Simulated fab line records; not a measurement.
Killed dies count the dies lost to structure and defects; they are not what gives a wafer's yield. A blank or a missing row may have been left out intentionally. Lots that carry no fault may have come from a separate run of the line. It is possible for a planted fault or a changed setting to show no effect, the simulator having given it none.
A struck lot beside a sound one | flow n5 finfet | 26 out of 1938 route steps
Sound: the wafers L720.2, L720.5, L720.6. Struck: wafers L723.2, L723.4, L723.6. The cause comes at the end.
At each step with rows: each side's tool, then ch and its chambers, then its first start. Under that, the readings that differ: sound wafers | struck wafers | difference of the means | sigmas: that difference in standard deviations of wafers without a fault.
alike: readings with means less than 2 such deviations apart, plus words and numbers identical on both sides. not compared: withheld readings, readings lacking a value on some wafer, bounds such as >300 that could conceal the same value, and numbers that have no deviation in the record and whose values overlap.
Wherever a step has rows on one side only, a row that says differs or no value, or a row with sigmas, the two part there. Numbers that have no deviation but don't overlap get no sigmas and don't part them. A reading that every wafer of one side lacks parts them only if that side has two wafers or more.

first, 1 step without rows for these wafers: N5_FIN_SAQP_SRD_01 (time 30 s).
N5_FIN_SAQP_ALD_61: deposits SiO2, target thk 4 nm, pulse time 1 s, purge time 2 s.
  sound on ald sin-01 ch 0,1,3, day 2 08:23; struck on ald sin-03 ch 0,1,3, day 3 03:00
  alike: heater power w, precursor pulse height rel
then, 2 steps without rows for these wafers: N5_FIN_SAQP_DENSIFY_62 (time 60 s); N5_FIN_SAQP_HM_DEP_03 (deposits SiNx from SiH4/NH3/N2, target thk 38 nm, time 33.6 s).
N5_FIN_SAQP_THK_MEAS_05:
  sound on film metro-02, day 2 08:53; struck on film metro-01, day 3 03:32
  alike: thk nm
N5_FIN_SAQP_PECVD_47: deposits a-Si from SiH4/He, target thk 45 nm, time 36.3 s.
  sound on pecvd-04 ch 0,1, day 2 08:56; struck on pecvd-01 ch 0,1, day 3 03:35
  alike: heater power w, showerhead plenum p Torr, throttle valve pct
N5_FIN_SAQP_PECVD_48: deposits SiNx from SiH4/NH3/N2, target thk 25 nm, time 22.1 s.
  sound on pecvd-04 ch 0,1, day 2 08:59; struck on pecvd-01 ch 0,1, day 3 03:37
  alike: heater power w, showerhead plenum p Torr, throttle valve pct
then, 1 step without rows for these wafers: N5_FIN_SAQP_PECVD_06 (deposits a-Si from SiH4/He, target thk 60 nm, time 48.1 s).
N5_FIN_SAQP_THK_MEAS_07:
  sound on film metro-02, day 2 09:10; struck on film metro-02, day 3 03:45
  alike: thk nm
N5_FIN_SAQP_HM_DEP_72: deposits SiO2 from SiH4/N2O, target thk 12 nm, time 7.2 s.
  sound on pecvd-01 ch 0,2, day 2 09:13; struck on pecvd-02 ch 0,1,2, day 3 03:47
  alike: heater power w, showerhead plenum p Torr
then, 2 steps without rows for these wafers: N5_FIN_SAQP_COAT_49 (time 60 s, resist thk 100 nm); N5_FIN_SAQP_COAT_50 (time 60 s, resist thk 35 nm).
N5_FIN_SAQP_COAT_10: resist thk 90 nm.
  sound on litho track-02 ch 0, day 2 09:19; struck on litho track-02 ch 0, day 3 03:52
  reading                                       | sound                | struck               | difference | sigmas
  spin speed rpm (rpm)                          | 1499.2 1501.0 1501.4 | 1423.9 1424.4 1425.1 | -76.1      | -78
  model.CAR-ArF_of_FIN_SAQP_COAT_10.thk nm (nm) | 90.12 89.85 89.84    | 92.51 92.47 92.3     | +2.49      |
then, 5 steps without rows for these wafers: N5_FIN_SAQP_EBR_12; N5_FIN_SAQP_SOFTBAKE_11 (time 60 s); N5_FIN_SAQP_EXPOSE_13 (exposes mask FIN CORE, target cd 35.6 nm); N5_FIN_SAQP_PEB_14 (peb time 60 s); N5_FIN_SAQP_DEVELOP_15 (develop time 30 s).
N5_FIN_SAQP_CD_MEAS_16 targets a cd of 35.6 nm.
  sound on cd sem-03 ch 0, day 2 09:41; struck on cd sem-03 ch 0, day 3 04:14
  alike: cd nm
N5_FIN_SAQP_OVL_MEAS_17:
  sound on overlay-01 ch 0, day 2 09:43; struck on overlay-01 ch 0, day 3 04:16
  alike: FIN_CORE_OVL
N5_FIN_SAQP_INSPECT_18: inspects for defects (brightfield).
  sound on defect inspect-01, day 2 09:44; struck on defect inspect-02, day 3 04:17
  alike: raw defect count
N5_FIN_SAQP_DESCUM_21: chemistry O2, time 7.9 s.
  sound on rie diel-04 ch 0,2,3, day 2 09:47; struck on rie diel-04 ch 0,3, day 3 04:20
  alike: drypump motor current A, oes product au, rf vpp V, showerhead plenum p Torr, throttle valve pct
  not compared: rf hours counter h
N5_FIN_SAQP_ETCH_51: etches SiARC in CF4, target depth 45.5 nm, time 75.8 s.
  sound on rie diel-04 ch 0,2,3, day 2 09:49; struck on rie diel-04 ch 0,3, day 3 04:22
  reading                                       | sound             | struck            | difference | sigmas
  model.CAR-ArF_of_FIN_SAQP_COAT_10.thk nm (nm) | 50.99 50.67 50.64 | 53.34 53.18 53.09 | +2.44      |
  alike: drypump motor current A, etch rf on time s, oes product au, rf vpp V, showerhead plenum p Torr, throttle valve pct
  not compared: rf hours counter h
then, 1 step without rows for these wafers: N5_FIN_SAQP_ETCH_52 (etches SOC in N2/H2, target depth 100 nm, overetch 20 nm, time 150 s).
-- here the record skips 6 days between the struck wafers' starts before and after, leaving off in module FIN_SAQP and picking up in module BEOL_M4 (first step shown: number 1111 of the route) --
N5_BEOL_M4_RC_MEAS_101:
  sound on prober-01 ch 0, day 8 05:38; struck on prober-01 ch 0, day 8 20:48
  alike: DIBL_N, DIBL_P, IOFF_N, IOFF_P, ION_N, ION_P, SS_N, SS_P, VT_N, VT_P
next, for these wafers, 1 step has no rows: N5_PASSIVATION_PROBE_49.

## WHERE THEY PART
At N5_FIN_SAQP_COAT_10 and nowhere else, as far as this record goes. Later steps at which nothing parts them and some readings are alike: N5_FIN_SAQP_CD_MEAS_16, N5_FIN_SAQP_OVL_MEAS_17, N5_FIN_SAQP_INSPECT_18, N5_FIN_SAQP_DESCUM_21, N5_FIN_SAQP_ETCH_51, N5_BEOL_M4_RC_MEAS_101.

WHY: whatever the simulator had introduced
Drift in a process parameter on litho track-02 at N5_FIN_SAQP_COAT_10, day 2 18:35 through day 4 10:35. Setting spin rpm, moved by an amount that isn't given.
